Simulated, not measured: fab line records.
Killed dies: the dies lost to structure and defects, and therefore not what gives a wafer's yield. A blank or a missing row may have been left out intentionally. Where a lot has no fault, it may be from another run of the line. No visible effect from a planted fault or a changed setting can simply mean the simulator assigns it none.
Matching of chambers / flow nand-harc / pecvd-03 running NHARC_P_M0_DEP_32: 3 sister chambers
The step deposits SiCN, target thk 30 nm. 3 wafers are shown with their chamber, then 7 later ones without.

## WAFERS, EACH WITH ITS CHAMBER
wafer=L081.6; chamber=0; heater-power-w (W)=662
wafer=L082.1; chamber=1; heater-power-w (W)=536
wafer=L082.2; chamber=2; heater-power-w (W)=603

## WAFERS WITH NO CHAMBER GIVEN
wafer=L082.6; heater-power-w (W)=538
wafer=L086.2; heater-power-w (W)=468
wafer=L086.4; heater-power-w (W)=506
wafer=L086.6; heater-power-w (W)=693
wafer=L094.1; heater-power-w (W)=541
wafer=L094.2; heater-power-w (W)=553
wafer=L094.4; heater-power-w (W)=547

## EACH ONE'S CHAMBER
wafer=L082.6; from the rows above=1; in truth=1
wafer=L086.2; from the rows above=1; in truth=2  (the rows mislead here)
wafer=L086.4; from the rows above=1; in truth=1
wafer=L086.6; from the rows above=can't be placed: 0 or 2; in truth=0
wafer=L094.1; from the rows above=can't be placed: 1 or 2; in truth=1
wafer=L094.2; from the rows above=can't be placed: 1 or 2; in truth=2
wafer=L094.4; from the rows above=can't be placed: 1 or 2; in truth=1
2 of 7 placed correctly. Not placeable from these rows: 4 (in 4, the candidates include the true chamber). Number placed wrongly: 1.
How it was worked out, from the rows above alone: a wafer's distance from a chamber is the root of the sum, over the readings, of the square of ((its reading less the chamber's mean) divided by the reading's scatter). If the next closest chamber is less than 2 further off than the closest, the wafer can't be placed; otherwise it belongs to the closest. A chamber's mean is the mean of its shown wafers. The scatter: with one shown wafer a chamber, the root of the mean of the squares of how far each hidden wafer lies from its nearest shown one.
